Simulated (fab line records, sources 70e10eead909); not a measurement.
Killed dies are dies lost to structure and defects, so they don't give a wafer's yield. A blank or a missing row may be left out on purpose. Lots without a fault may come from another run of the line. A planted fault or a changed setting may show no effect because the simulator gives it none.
fab line records | flow nand_harc | part 1 of 2: steps 1 to 4 of 6
record lots=20 wafers=60 last_day=25
route steps=1159 shown A_CONTACT@866
lots that met no fault: from a run of the same line without faults
start_h: hours from the record's first day to the start of the lot's first wafer shown | wait_h: hours since the lot's step before | " the same as in the row above | L1.1+2: a row that stands for several wafers | - no value, or no start given | * or withheld: withheld | < > ~ a bound
route shown NAME@n: a module of which the file shows steps, and the number in the route of the first | usual: mean/standard deviation of fault-free wafers | same: alike in all rows | chamber/n: place in a boat | sites: the reading at each site | _std_site: their standard deviation | _edge_site: outer sites' mean less inner sites' | radius_mm: how far each site lies from the wafer's centre | mask NAME#n: copy n | behind: the tool/chamber that last shaped the wafer | hold: why the lot was held/for how many hours/how that ended | device: the transistor (n, p or np) that didn't switch | end of line: the same wafers' tests at the end of the route | a step without rows: its recipe alone | killed: dies lost to structure and defects at the first sort, not the wafer's yield | map: a wafer's dies, x killed, . not, _ none there
set.NAME: the setting as run; set.NAME@STEP: as run at that earlier step | model.NAME: the simulator's own value behind a step, which no gauge read
steps of the route over a sample of lots; a table a step, a row a wafer
services: from which hour (start_h, from the record's first day; less than 0 if before it) a tool's chamber was out of use, for how many hours, and why
## steps
# step NHARC_A_CONTACT_ETCH_115
# recipe source_w=withheld pressure_mtorr=20 bias_v=3000 time_s=94 target_depth_a=9220 ar_flow_sccm=withheld c4f8_flow_sccm=withheld o2_flow_sccm=withheld chemistry=C4F8/O2/Ar
# usual chamber_pressure_mTorr=20.000/0.019
# same time_s=94
# columns lot.wafer tool chamber start_h wait_h chamber_pressure_mTorr rf_hours_counter_h
L075.2 har_cap_etch-02 0 368.67 0.1 19.999 8
L075.4 " 1 " " 19.999 -
L075.5 " 1 " " 20.011 -
L074.4 har_cap_etch-03 1 369.42 0.1 20.024 -
L074.3 " 0 " " 20.023 -
L074.5 " 1 " " 19.984 -
L076.2 har_cap_etch-01 1 371.40 0.1 19.968 57
L076.3 " 1 " " 20.010 -
L076.6 " 0 " " 20.015 -
L077.1 har_cap_etch-03 1 381.77 0.1 20.002 88
L077.4 " 1 " " 20.016 -
L077.5 " 1 " " 19.993 -
L079.1 har_cap_etch-01 1 387.20 0.1 19.978 61
L079.4 " 1 " " 19.979 -
L079.5 " 0 " " 20.012 -
L078.1 har_cap_etch-03 0 391.89 0.1 20.004 90
L078.3 " 1 " " 20.013 -
L078.4 " 0 " " 19.983 -
L081.2 har_cap_etch-03 1 408.37 0.1 19.961 93
L081.4 " 1 " " 20.041 -
L081.6 " 0 " " 20.025 -
L082.1 har_cap_etch-03 1 422.09 0.1 19.999 95
L082.2 " 0 " " 20.015 95
L082.6 " 1 " " 20.003 -
L083.4 har_cap_etch-03 1 428.06 0.1 19.982 -
L083.3 " 0 " " 19.997 -
L083.5 " 1 " " 19.980 -
L088.1 har_cap_etch-02 1 435.97 0.1 19.983 18
L088.3 " 1 " " 19.993 -
L088.6 " 1 " " 19.963 -
L087.2 har_cap_etch-01 1 436.18 0.1 19.991 68
L087.4 " 1 " " 20.005 -
L087.5 " 0 " " 20.012 -
L089.3 har_cap_etch-02 1 450.30 0.1 20.013 -
L089.6 " 1 " " 19.974 -
L089.5 " 0 " " 19.980 -
L085.2 har_cap_etch-03 0 450.52 0.1 19.991 101
L085.1 " 1 " " 20.004 101
L085.3 " 1 " " 19.997 -
L091.3 har_cap_etch-02 0 460.77 0.1 19.991 -
L091.4 " 1 " " 19.957 -
L091.5 " 0 " " 19.996 -
L090.1 har_cap_etch-01 1 462.43 0.1 19.976 75
L090.4 " 0 " " 19.984 -
L090.5 " 0 " " 19.984 -
L093.1 har_cap_etch-01 0 474.87 0.1 20.011 77
L093.3 " 1 " " 20.013 -
L093.5 " 1 " " 19.983 -
L092.3 har_cap_etch-03 1 475.90 0.1 20.002 -
L092.5 " 0 " " 19.989 -
L092.6 " 1 " " 20.011 -
L094.1 har_cap_etch-02 0 489.68 0.1 19.988 26
L094.3 " 0 " " 20.018 -
L094.6 " 1 " " 20.043 -
L097.2 har_cap_etch-03 0 504.42 0.1 19.984 109
L097.1 " 1 " " 20.005 109
L097.6 " 0 " " 20.007 -
L096.2 har_cap_etch-02 0 523.39 0.1 19.967 31
L096.4 " 1 " " 20.011 -
L096.5 " 0 " " 20.008 -
# step NHARC_A_CONTACT_ETCH_120
# recipe source_w=withheld pressure_mtorr=20 bias_v=3000 time_s=94 target_depth_a=9220 ar_flow_sccm=withheld c4f8_flow_sccm=withheld o2_flow_sccm=withheld chemistry=C4F8/O2/Ar
# usual chamber_pressure_mTorr=19.999/0.017
# same time_s=94
# columns lot.wafer tool chamber start_h wait_h chamber_pressure_mTorr rf_hours_counter_h
L075.2 har_cap_etch-02 0 369.13 0.1 20.020 8
L075.4 " 1 " " 19.970 -
L075.5 " 1 " " 19.992 -
L074.4 har_cap_etch-03 1 369.87 0.1 20.003 -
L074.3 " 0 " " 20.012 -
L074.5 " 1 " " 19.993 -
L076.2 har_cap_etch-01 1 371.85 0.1 20.019 58
L076.3 " 1 " " 19.997 -
L076.6 " 0 " " 19.997 -
L077.1 har_cap_etch-03 1 382.23 0.1 20.015 88
L077.4 " 1 " " 20.008 -
L077.5 " 1 " " 19.984 -
L079.1 har_cap_etch-01 1 387.65 0.1 20.008 61
L079.4 " 1 " " 20.017 -
L079.5 " 0 " " 20.003 -
L078.1 har_cap_etch-03 0 392.35 0.1 20.003 90
L078.3 " 1 " " 20.027 -
L078.4 " 0 " " 19.992 -
L081.2 har_cap_etch-03 1 408.82 0.1 20.025 94
L081.4 " 1 " " 20.009 -
L081.6 " 0 " " 19.996 -
L082.1 har_cap_etch-03 1 422.55 0.1 19.996 95
L082.2 " 0 " " 19.996 95
L082.6 " 1 " " 20.018 -
L083.4 har_cap_etch-03 1 428.51 0.1 19.990 -
L083.3 " 0 " " 20.005 -
L083.5 " 1 " " 20.023 -
L088.1 har_cap_etch-02 1 436.43 0.1 20.022 18
L088.3 " 1 " " 20.001 -
L088.6 " 1 " " 19.988 -
L087.2 har_cap_etch-01 1 436.63 0.1 20.007 69
L087.4 " 1 " " 19.990 -
L087.5 " 0 " " 19.997 -
L089.3 har_cap_etch-02 1 450.76 0.1 20.026 -
L089.6 " 1 " " 20.002 -
L089.5 " 0 " " 19.988 -
L085.2 har_cap_etch-03 0 450.97 0.1 19.997 101
L085.1 " 1 " " 20.002 101
L085.3 " 1 " " 20.018 -
L091.3 har_cap_etch-02 0 461.24 0.1 20.020 -
L091.4 " 1 " " 19.995 -
L091.5 " 0 " " 19.961 -
L090.1 har_cap_etch-01 1 462.89 0.1 20.017 75
L090.4 " 0 " " 19.974 -
L090.5 " 0 " " 19.998 -
L093.1 har_cap_etch-01 0 475.33 0.1 19.965 78
L093.3 " 1 " " 19.995 -
L093.5 " 1 " " 20.004 -
L092.3 har_cap_etch-03 1 476.50 0.1 19.999 -
L092.5 " 0 " " 19.993 -
L092.6 " 1 " " 20.003 -
L094.1 har_cap_etch-02 0 490.13 0.1 19.972 27
L094.3 " 0 " " 19.968 -
L094.6 " 1 " " 20.006 -
L097.2 har_cap_etch-03 0 504.88 0.1 19.996 109
L097.1 " 1 " " 19.991 109
L097.6 " 0 " " 19.977 -
L096.2 har_cap_etch-02 0 523.84 0.1 19.999 32
L096.4 " 1 " " 20.002 -
L096.5 " 0 " " 19.988 -
# step NHARC_A_CONTACT_ETCH_102
# recipe target_depth_a=700 overetch_a=70 time_s=38.5 ion_energy_ev=100 cf4_flow_sccm=80 o2_flow_sccm=20 ar_flow_sccm=0 rf_w=300 bias_w=100 chemistry=CF4/O2
# usual bias_w=100.0/0.33 cf4_flow_sccm=79.98/0.22 chamber_pressure_mTorr=30.002/0.027 drypump_motor_current_A=5.8/0.46 oes_product_au=0.999/0.011 rf_vpp_V=197.4/1.5 showerhead_plenum_p_Torr=1.32/0.059 throttle_valve_pct=13.397/0.0091
# same time_s=38.5
# columns lot.wafer tool chamber start_h wait_h bias_w cf4_flow_sccm chamber_pressure_mTorr drypump_motor_current_A oes_product_au rf_hours_counter_h rf_vpp_V showerhead_plenum_p_Torr throttle_valve_pct
L075.4 rie_diel-04 0 370.78 0.2 100.5 80.25 30.015 5.7 0.993 27 199.2 1.37 13.396
L075.2 " 3 " " 100.4 79.72 29.968 6.0 0.989 28 199.0 1.37 13.405
L075.5 " 1 " " 100.2 79.83 29.995 5.5 0.995 - 198.0 1.31 13.389
L074.3 rie_diel-06 1 371.22 0.0 100.4 80.03 30.010 6.3 0.998 46 196.0 1.25 13.386
L074.4 " 0 " " 99.8 79.57 29.949 5.6 1.004 44 196.3 1.24 13.377
L074.5 " 1 " " 99.9 79.95 30.031 6.2 1.013 - 195.4 1.25 13.393
L076.2 rie_diel-08 2 373.24 0.1 100.4 80.13 29.987 4.9 1.006 13 198.5 1.41 13.396
L076.3 " 0 " " 99.8 79.85 29.980 6.3 1.010 11 197.6 1.29 13.373
L076.6 " 2 " " 100.3 79.99 29.968 4.9 0.994 - 199.6 1.41 13.374
L077.4 rie_diel-08 2 383.60 0.1 100.1 79.80 29.978 4.9 1.004 15 200.7 1.41 13.396
L077.1 " 3 " " 99.8 79.79 30.047 6.2 1.010 10 197.4 1.27 13.392
L077.5 " 1 " " 100.2 79.77 30.003 6.0 0.979 - 197.8 1.30 13.392
L079.1 rie_diel-08 1 389.07 0.1 100.2 80.03 29.980 6.1 0.977 17 197.7 1.30 13.405
L079.4 " 3 " " 100.0 79.93 30.009 6.2 1.020 - 195.8 1.27 13.401
L079.5 " 1 " " 99.7 79.89 29.969 6.1 0.990 - 197.3 1.30 13.403
L078.1 rie_diel-04 0 393.71 0.1 100.0 80.40 30.011 5.7 0.997 36 199.8 1.36 13.395
L078.3 " 2 " " 100.6 80.20 30.012 5.6 1.014 26 199.8 1.42 13.396
L078.4 " 3 " " 100.4 80.06 29.963 6.0 1.004 37 198.8 1.37 13.408
L081.4 rie_diel-06 2 410.20 0.1 99.8 80.17 30.068 5.7 0.988 62 196.3 1.25 13.412
L081.2 " 0 " " 100.0 79.69 30.017 5.5 0.994 57 195.8 1.24 13.407
L081.6 " 2 " " 100.1 80.17 29.993 5.7 0.988 - 195.8 1.25 13.390
L082.1 rie_diel-04 1 424.26 0.1 100.1 80.00 29.993 5.5 1.006 44 196.1 1.31 13.405
L082.2 " 0 " " 99.8 80.10 30.036 5.7 0.995 46 198.0 1.36 13.390
L082.6 " 0 " " 100.1 80.18 29.947 5.7 1.016 - 199.0 1.36 13.393
L083.3 rie_diel-06 1 429.86 0.1 100.0 80.29 30.005 6.2 0.995 0 195.1 1.25 13.395
L083.4 " 2 " " 100.5 80.28 29.975 5.7 0.986 0 196.1 1.25 13.395
L083.5 " 1 " " 100.2 80.67 29.964 6.2 0.992 - 196.0 1.25 13.398
L088.3 rie_diel-06 1 437.82 0.1 99.6 79.94 30.030 6.2 0.987 3 197.3 1.25 13.390
L088.1 " 2 " " 99.9 80.22 30.030 5.7 0.985 4 194.4 1.25 13.403
L088.6 " 0 " " 100.1 79.96 29.984 5.6 1.012 - 200.3 1.44 13.396
L087.2 rie_diel-06 1 438.19 0.1 99.9 79.87 29.980 6.2 0.998 3 195.8 1.25 13.403
L087.4 " 3 " " 99.6 79.93 29.960 5.7 0.990 4 196.9 1.37 13.402
L087.5 " 2 " " 99.9 79.83 30.060 5.7 0.995 - 195.6 1.25 13.389
L089.3 rie_diel-08 0 452.42 0.2 100.1 79.84 29.979 6.3 1.012 24 195.4 1.29 13.399
L089.6 " 0 " " 99.7 79.96 30.005 6.3 1.003 - 196.4 1.29 13.384
L089.5 " 1 " " 99.3 80.06 30.049 6.1 0.991 - 196.7 1.30 13.408
L085.2 rie_diel-08 0 452.73 0.1 100.1 80.27 30.023 6.3 1.007 24 197.7 1.29 13.402
L085.3 " 2 " " 100.2 80.23 29.988 4.9 0.995 26 197.2 1.41 13.399
L085.1 " 3 " " 100.2 80.25 30.060 6.2 1.018 21 196.4 1.27 13.392
L091.4 rie_diel-08 2 462.69 0.1 100.0 79.65 30.046 4.9 0.995 28 198.4 1.41 13.401
L091.3 " 1 " " 100.3 79.94 30.007 6.1 0.971 31 195.4 1.30 13.400
L091.5 " 3 " " 100.4 79.88 29.983 6.2 0.990 - 196.5 1.27 13.381
L090.1 rie_diel-08 0 464.64 0.1 100.4 80.20 29.982 6.3 0.999 27 196.8 1.28 13.406
L090.4 " 1 " " 100.1 80.07 29.979 6.1 0.974 31 197.6 1.30 13.405
L090.5 " 3 " " 99.7 79.91 30.034 6.2 0.988 - 195.8 1.27 13.394
L093.3 rie_diel-08 2 476.70 0.1 99.9 80.03 29.996 4.9 1.004 31 199.0 1.41 13.403
L093.1 " 1 " " 100.0 79.76 29.995 6.1 0.988 34 198.7 1.30 13.382
L093.5 " 2 " " 100.2 79.81 30.006 4.9 0.999 - 199.8 1.41 13.420
L092.3 rie_diel-08 2 478.04 0.1 100.2 79.81 30.027 4.9 0.999 31 200.6 1.41 13.391
L092.5 " 3 " " 99.5 79.85 30.012 6.2 0.994 - 196.6 1.27 13.395
L092.6 " 0 " " 100.0 79.96 30.016 6.3 1.011 - 197.5 1.28 13.413
L094.1 rie_diel-08 1 491.50 0.0 100.1 79.61 29.966 6.2 0.993 0 196.3 1.30 13.391
L094.3 " 3 " " 100.0 79.84 29.982 6.2 1.004 1 195.7 1.27 13.398
L094.6 " 1 " " 99.7 79.79 29.963 6.2 0.991 - 198.0 1.30 13.402
L097.2 rie_diel-08 2 506.26 0.1 99.7 79.87 29.992 4.9 1.004 2 200.3 1.41 13.402
L097.1 " 3 " " 99.8 80.09 30.008 6.2 1.010 2 197.1 1.27 13.404
L097.6 " 2 " " 99.5 80.32 29.975 4.9 0.995 - 200.7 1.41 13.393
L096.4 rie_diel-04 2 525.22 0.1 100.7 79.94 30.009 5.6 0.991 16 199.7 1.42 13.382
L096.2 " 3 " " 99.9 80.33 29.998 5.9 1.005 18 198.0 1.36 13.399
L096.5 " 0 " " 100.0 80.33 30.001 5.7 0.981 - 199.3 1.35 13.396
# step NHARC_A_CONTACT_ETCH_106
# recipe target_depth_a=600 overetch_a=60 time_s=33 ion_energy_ev=100 cf4_flow_sccm=80 o2_flow_sccm=20 ar_flow_sccm=0 rf_w=300 bias_w=100 chemistry=CF4/O2
# usual bias_w=100.0/0.34 cf4_flow_sccm=80.02/0.25 chamber_pressure_mTorr=30.004/0.026 drypump_motor_current_A=5.8/0.46 oes_product_au=1.000/0.011 rf_vpp_V=197.8/1.4 showerhead_plenum_p_Torr=1.33/0.058 throttle_valve_pct=13.396/0.0087
# same time_s=33
# columns lot.wafer tool chamber start_h wait_h bias_w cf4_flow_sccm chamber_pressure_mTorr drypump_motor_current_A oes_product_au rf_hours_counter_h rf_vpp_V showerhead_plenum_p_Torr throttle_valve_pct
L074.4 rie_diel-08 3 379.62 0.0 100.3 79.71 30.016 6.2 1.012 9 197.1 1.27 13.412
L074.3 " 1 " " 99.7 80.10 30.047 6.1 0.992 15 196.0 1.30 13.409
L074.5 " 3 " " 99.7 79.94 29.976 6.2 1.023 - 196.0 1.27 13.417
L076.2 rie_diel-08 2 381.26 0.1 100.3 80.01 30.021 4.9 1.004 15 199.0 1.41 13.403
L076.3 " 3 " " 99.5 80.07 30.011 6.2 1.005 9 195.9 1.27 13.396
L076.6 " 1 " " 100.2 79.87 29.971 6.1 0.983 - 197.3 1.30 13.400
L075.4 rie_diel-08 1 381.73 0.1 99.8 79.92 30.031 6.1 0.987 16 196.4 1.30 13.401
L075.2 " 2 " " 100.3 79.82 30.015 4.9 1.001 15 199.3 1.41 13.392
L075.5 " 2 " " 100.3 80.06 29.987 4.9 1.009 - 200.0 1.41 13.396
L077.4 rie_diel-04 1 391.15 0.1 100.6 80.36 30.029 5.4 1.010 33 200.0 1.31 13.395
L077.1 " 2 " " 100.4 80.17 29.955 5.6 1.000 26 198.2 1.43 13.399
L077.5 " 0 " " 100.0 79.54 29.996 5.7 1.001 - 199.4 1.36 13.389
L079.1 rie_diel-08 2 397.56 0.1 99.6 80.12 30.000 4.9 1.003 17 199.6 1.41 13.401
L079.4 " 3 " " 100.1 79.90 29.984 6.2 1.011 12 197.3 1.27 13.393
L079.5 " 1 " " 99.6 79.76 29.991 6.1 0.982 - 196.9 1.30 13.385
L078.4 rie_diel-06 3 401.18 0.1 100.4 80.39 29.971 5.7 0.995 57 199.0 1.37 13.403
L078.3 " 0 " " 99.8 79.77 30.036 5.6 0.999 55 195.8 1.24 13.386
L078.1 " 1 " " 98.9 80.43 30.065 6.3 1.001 58 196.3 1.25 13.402
L081.2 rie_diel-08 1 419.27 0.0 100.2 79.75 30.053 6.1 0.975 22 196.2 1.30 13.392
L081.4 " 3 " " 100.0 79.99 30.020 6.2 1.009 15 197.3 1.27 13.391
L081.6 " 1 " " 99.6 79.78 29.994 6.1 0.983 - 197.3 1.30 13.387
L082.1 rie_diel-08 0 431.47 0.1 99.8 79.65 29.985 6.3 1.010 20 195.4 1.29 13.381
L082.2 " 2 " " 99.5 80.04 30.018 4.9 1.006 22 201.1 1.41 13.382
L082.6 " 0 " " 99.6 79.58 30.021 6.3 1.008 - 197.0 1.29 13.399
L083.3 rie_diel-08 0 436.92 0.0 100.4 80.17 30.036 6.3 1.005 21 196.3 1.29 13.397
L083.4 " 1 " " 99.8 80.36 29.974 6.1 0.974 25 197.6 1.30 13.398
L083.5 " 1 " " 100.4 79.92 29.969 6.2 0.981 - 197.7 1.30 13.389
L088.1 rie_diel-04 0 445.48 0.1 100.2 80.15 30.016 5.8 0.999 54 197.3 1.36 13.399
L088.3 " 1 " " 100.0 80.06 30.019 5.5 0.996 54 199.2 1.31 13.392
L088.6 " 3 " " 99.9 79.85 30.057 6.0 0.987 - 198.4 1.37 13.384
L087.4 rie_diel-08 0 445.80 0.1 99.2 79.59 30.019 6.2 0.998 22 195.5 1.29 13.382
L087.2 " 1 " " 100.4 80.20 30.024 6.2 0.984 26 196.4 1.30 13.402
L087.5 " 3 " " 99.6 80.10 29.958 6.2 1.010 - 197.8 1.27 13.392
L085.3 rie_diel-04 0 459.99 0.1 100.1 80.37 30.025 5.7 0.992 61 198.1 1.36 13.396
L085.1 " 1 " " 100.0 79.75 29.991 5.5 0.997 61 196.8 1.30 13.396
L085.2 " 2 " " 100.1 79.81 30.032 5.6 1.004 53 199.3 1.42 13.370
L089.3 rie_diel-04 1 460.03 0.1 100.0 79.82 30.028 5.5 1.009 61 197.5 1.30 13.404
L089.5 " 3 " " 100.0 80.11 29.962 5.9 0.979 - 199.5 1.37 13.410
L089.6 " 0 " " 99.9 80.14 29.964 5.7 0.998 - 199.9 1.36 13.389
L091.4 rie_diel-08 0 469.38 0.1 99.7 79.97 29.979 6.3 1.005 28 197.1 1.28 13.404
L091.3 " 1 " " 99.7 80.05 29.954 6.1 0.980 33 196.9 1.30 13.399
L091.5 " 3 " " 99.7 80.30 29.994 6.2 1.007 - 197.0 1.27 13.396
L090.1 rie_diel-08 2 473.72 0.1 100.1 80.32 29.999 4.9 1.001 30 199.5 1.41 13.395
L090.4 " 1 " " 100.0 79.93 29.997 6.1 0.996 33 197.2 1.30 13.392
L090.5 " 2 " " 99.9 80.25 30.006 4.9 0.992 - 200.1 1.41 13.386
L093.1 rie_diel-06 1 487.66 0.1 100.4 80.47 30.015 6.2 0.994 25 195.9 1.24 13.398
L093.3 " 2 " " 100.1 80.35 29.997 5.7 0.997 25 196.0 1.24 13.404
L093.5 " 0 " " 100.1 80.11 30.024 5.6 1.007 - 200.9 1.44 13.398
L092.3 rie_diel-04 2 487.74 0.1 99.8 79.83 30.002 5.6 0.998 3 200.2 1.42 13.401
L092.5 " 3 " " 100.1 79.92 30.007 6.0 1.004 - 197.9 1.37 13.397
L092.6 " 0 " " 99.8 80.11 30.041 5.7 0.981 - 198.2 1.36 13.388
L094.1 rie_diel-08 1 498.49 0.1 100.4 79.97 29.962 6.1 0.988 1 197.1 1.30 13.404
L094.3 " 3 " " 100.1 80.18 29.973 6.2 1.008 2 196.7 1.27 13.395
L094.6 " 1 " " 100.4 80.18 30.019 6.2 0.993 - 197.3 1.30 13.380
L097.2 rie_diel-08 1 514.71 0.1 100.1 79.91 30.006 6.1 0.996 3 196.7 1.30 13.402
L097.1 " 3 " " 100.1 80.40 30.037 6.2 1.005 4 196.4 1.27 13.384
L097.6 " 2 " " 99.2 80.01 30.021 4.9 1.016 - 198.2 1.41 13.390
L096.2 rie_diel-08 0 535.94 0.2 99.6 80.33 29.995 6.3 1.010 11 195.6 1.28 13.394
L096.4 " 1 " " 99.7 80.13 30.010 6.1 0.997 8 198.1 1.30 13.402
L096.5 " 1 " " 99.8 80.09 30.009 6.2 1.009 - 195.8 1.30 13.388
